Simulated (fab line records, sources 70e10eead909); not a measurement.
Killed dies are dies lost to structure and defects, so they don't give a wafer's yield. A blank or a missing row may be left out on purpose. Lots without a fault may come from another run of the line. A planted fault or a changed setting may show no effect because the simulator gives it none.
Which tool did it? | flow nand_harc | 12 lots, 36 wafers sampled, at 6 steps of a route of 1159

WHAT THE GAUGES READ, wafer by wafer
NHARC_P_STI_OVL_MEAS_10.
lot  | measured    | on         | overlay_x_nm (nm) | overlay_y_nm (nm)
L861 | day 2 11:31 | overlay-02 | 2 1 1             | -4 -4 -4
L862 | day 2 18:46 | overlay-01 | 9 9 9             | 5 5 5
L866 | day 3 18:37 | overlay-02 | -5 -5 -5          | 5 4 4
L867 | day 4 02:20 | overlay-01 | -2 -1 -1          | -3 -3 -3
L869 | day 4 11:21 | overlay-01 | 8 8 8             | 7 8 8
L870 | day 4 19:26 | overlay-02 | 2 2 2             | 8 8 8
L872 | day 5 06:54 | overlay-02 | 13 13 13          | -6 -5 -6
L874 | day 5 17:16 | overlay-01 | 0 0 0             | 3 3 3
L875 | day 5 22:53 | overlay-02 | -17 -17 -17       | -1 -1 -1
L876 | day 6 06:10 | overlay-01 | 1 1 1             | -4 -5 -5
L877 | day 6 14:08 | overlay-02 | -4 -4 -4          | 5 5 5
L878 | day 6 14:20 | overlay-02 | 0 0 1             | 0 0 0

NHARC_P_STI_INSPECT_11.
lot  | measured    | on                | raw_defect_count
L861 | day 2 11:34 | defect_inspect-02 | 5 4 3
L862 | day 2 18:48 | defect_inspect-01 | 5 7 4
L866 | day 3 18:39 | defect_inspect-02 | 7 5 6
L867 | day 4 02:23 | defect_inspect-01 | 7 3 5
L869 | day 4 11:23 | defect_inspect-01 | 9 8 5
L870 | day 4 19:28 | defect_inspect-02 | 5 6 3
L872 | day 5 06:56 | defect_inspect-01 | 10 4 7
L874 | day 5 17:18 | defect_inspect-01 | 11 10 9
L875 | day 5 22:56 | defect_inspect-01 | 3 3 5
L876 | day 6 06:13 | defect_inspect-02 | 6 1 7
L877 | day 6 14:11 | defect_inspect-02 | 354 330 286
L878 | day 6 14:22 | defect_inspect-02 | 300 299 295

NHARC_END_SORT_01.
lot  | measured     | on        | killed_at_array | killed_at_other | killed_at_periphery | killed_dies | killed_open | killed_short
L862 | day 19 21:43 | prober-01 | 17 23 23        | 2 1 2           | 2 3 1               | 21 27 26    | 1 2 3       | 1 3 2
L874 | day 22 10:20 | prober-01 | 38 33 33        | 0 0 0           | 5 7 7               | 43 40 40    | 2 0 5       | 2 0 1
L877 | day 23 15:46 | prober-01 | 26 30 34        | 1 1 2           | 71 70 72            | 98 101 108  | 2 3 2       | 0 1 2
L878 | day 23 16:39 | prober-02 | 16 12 19        | 1 0 0           | 86 74 83            | 103 86 102  | 3 1 9       | 4 2 3

WHICH TOOL RAN EACH LOT (tool, then ch and the chambers of the sampled wafers, then the start)
lot  | NHARC_P_STI_HM_DEP_30      | NHARC_P_STI_DESCUM_14             | NHARC_P_STI_ETCH_42
L861 | lpcvd-01 ch 1, day 2 07:20 | rie_diel-03 ch 1,2,3, day 2 11:43 | rie_diel-03 ch 0,2,3, day 2 11:47
L862 | lpcvd-02 ch 0, day 2 14:38 | rie_diel-05 ch 0,2,3, day 2 18:56 | rie_diel-05 ch 0,1,2, day 2 19:01
L866 | lpcvd-02 ch 1, day 3 14:34 | rie_diel-02 ch 0,1,3, day 3 18:49 | rie_diel-02 ch 0,1,3, day 3 18:53
L867 | lpcvd-02 ch 1, day 3 22:11 | rie_diel-02 ch 0,1, day 4 02:31   | rie_diel-02 ch 0,3, day 4 02:36
L869 | lpcvd-01 ch 0, day 4 07:19 | rie_diel-02 ch 0,2,3, day 4 11:32 | rie_diel-02 ch 1,2,3, day 4 11:37
L870 | lpcvd-01 ch 1, day 4 15:11 | rie_diel-03 ch 0,1,3, day 4 19:37 | rie_diel-03 ch 0,1,3, day 4 19:41
L872 | lpcvd-01 ch 1, day 5 02:40 | rie_diel-03 ch 0,2,3, day 5 07:04 | rie_diel-03 ch 0,3, day 5 07:13
L874 | lpcvd-01 ch 0, day 5 13:04 | rie_diel-05 ch 2,3, day 5 17:26   | rie_diel-05 ch 0,2,3, day 5 17:32
L875 | lpcvd-01 ch 1, day 5 18:51 | rie_diel-02 ch 0,3, day 5 23:04   | rie_diel-02 ch 0,1, day 5 23:10
L876 | lpcvd-02 ch 1, day 6 02:07 | rie_diel-05 ch 0,1,2, day 6 06:22 | rie_diel-05 ch 0,1,3, day 6 06:26
L877 | lpcvd-01 ch 1, day 6 10:05 | rie_diel-03 ch 2,3, day 6 14:20   | rie_diel-03 ch 2,3, day 6 14:24
L878 | lpcvd-01 ch 0, day 6 10:05 | rie_diel-02 ch 1,2, day 6 14:30   | rie_diel-02 ch 0,2,3, day 6 14:36
- NHARC_P_STI_HM_DEP_30: deposits Si3N4, target thk 80 nm, time 873 s.
- NHARC_P_STI_DESCUM_14: chemistry O2, time 3 s.
- NHARC_P_STI_ETCH_42: etches the open film in N2/H2, target depth 80 nm, overetch 24 nm, time 61 s.

WHAT THE TOOLS THEMSELVES READ (means of the sampled wafers that have a number; where no wafer has one, the mark that the record gives instead)
NHARC_P_STI_HM_DEP_30.
lot  | tool     | susceptor_temp_C (C)
L861 | lpcvd-01 | 790.2
L862 | lpcvd-02 | 789.8
L866 | lpcvd-02 | 790.5
L867 | lpcvd-02 | 790.2
L869 | lpcvd-01 | 790.0
L870 | lpcvd-01 | 789.9
L872 | lpcvd-01 | 790.2
L874 | lpcvd-01 | 790.2
L875 | lpcvd-01 | 790.0
L876 | lpcvd-02 | 789.6
L877 | lpcvd-01 | 790.1
L878 | lpcvd-01 | 789.7

NHARC_P_STI_DESCUM_14.
lot  | tool        | drypump_motor_current_A (A) | oes_product_au (a.u.) | rf_vpp_V (V) | showerhead_plenum_p_Torr (Torr) | throttle_valve_pct (%)
L861 | rie_diel-03 | 5.5                         | 1.010                 | 58.2         | 2.01                            | 11.311
L862 | rie_diel-05 | 5.6                         | 0.994                 | 57.9         | 1.90                            | 11.305
L866 | rie_diel-02 | 5.3                         | 0.993                 | 56.6         | 1.80                            | 11.303
L867 | rie_diel-02 | 5.4                         | 1.004                 | 57.0         | 1.80                            | 11.310
L869 | rie_diel-02 | 5.7                         | 0.987                 | 57.3         | 1.80                            | 11.311
L870 | rie_diel-03 | 5.6                         | 1.004                 | 57.2         | 1.96                            | 11.319
L872 | rie_diel-03 | 5.7                         | 1.003                 | 58.4         | 1.95                            | 11.311
L874 | rie_diel-05 | 5.6                         | 0.996                 | 57.1         | 1.83                            | 11.311
L875 | rie_diel-02 | 5.3                         | 0.975                 | 56.5         | 1.79                            | 11.309
L876 | rie_diel-05 | 5.7                         | 0.995                 | 57.7         | 1.95                            | 11.307
L877 | rie_diel-03 | 5.8                         | 1.006                 | 58.2         | 2.01                            | 11.319
L878 | rie_diel-02 | 5.6                         | 0.992                 | 56.3         | 1.80                            | 11.316

NHARC_P_STI_ETCH_42.
lot  | tool        | drypump_motor_current_A (A) | n2_flow_sccm (sccm) | oes_product_au (a.u.) | rf_vpp_V (V) | showerhead_plenum_p_Torr (Torr) | throttle_valve_pct (%)
L861 | rie_diel-03 | 5.8                         | 150.3               | 1.003                 | 431.8        | 2.07                            | 14.173
L862 | rie_diel-05 | 5.7                         | 149.9               | 0.981                 | 431.9        | 2.08                            | 14.169
L866 | rie_diel-02 | 5.3                         | 150.4               | 0.987                 | 426.8        | 1.91                            | 14.173
L867 | rie_diel-02 | 5.5                         | 150.2               | 0.994                 | 426.5        | 1.91                            | 14.170
L869 | rie_diel-02 | 5.6                         | 150.1               | 0.992                 | 427.2        | 1.92                            | 14.172
L870 | rie_diel-03 | 5.6                         | 150.0               | 1.003                 | 432.8        | 2.09                            | 14.174
L872 | rie_diel-03 | 5.9                         | 149.3               | 1.013                 | 432.3        | 2.10                            | 14.164
L874 | rie_diel-05 | 5.6                         | 150.3               | 0.986                 | 430.2        | 2.03                            | 14.175
L875 | rie_diel-02 | 5.5                         | 149.6               | 1.003                 | 427.0        | 1.91                            | 14.180
L876 | rie_diel-05 | 5.7                         | 150.2               | 0.992                 | 430.9        | 2.06                            | 14.181
L877 | rie_diel-03 | 5.7                         | 149.8               | 0.996                 | 433.0        | 2.13                            | 14.166
L878 | rie_diel-02 | 5.8                         | 150.0               | 0.983                 | 427.6        | 1.92                            | 14.168

THE ANSWER, worked out from the rows above alone
Rule: what is usual is taken from the lots themselves. Put in order of their means at a reading, lots are off if they are a third of the lots or fewer, leave a main group of 4 or more, and stand apart from it by a gap of 3 or more times the standard deviation of the main group's means; of several such gaps the widest counts. A main group whose means are all the same, to the digits that the tables above print for the reading, isn't used. A lot without any number at a reading at which 4 lots or more have one is off too. The other lots that the step has rows for count as sound. The gauges are gone through in route order, then the tools' own readings, and for those a lot's mean is taken as printed above. The first step at which some lot is off is used, and at that step the reading that is off furthest; a lot without a number counts as furthest.
Off: L877, L878, at NHARC_P_STI_INSPECT_11 (raw_defect_count). The main group: mean 5.8, standard deviation 1.8.
A tool fits if, at a process step before that reading, it ran every lot that is off, and no sound lot after the first of them. The gauges at NHARC_P_STI_INSPECT_11 are tried like those tools. Can't be told from this: 2 tools fit, lpcvd-01 at NHARC_P_STI_HM_DEP_30, defect_inspect-02 at NHARC_P_STI_INSPECT_11.

WHAT THE SIMULATOR HAD PUT IN
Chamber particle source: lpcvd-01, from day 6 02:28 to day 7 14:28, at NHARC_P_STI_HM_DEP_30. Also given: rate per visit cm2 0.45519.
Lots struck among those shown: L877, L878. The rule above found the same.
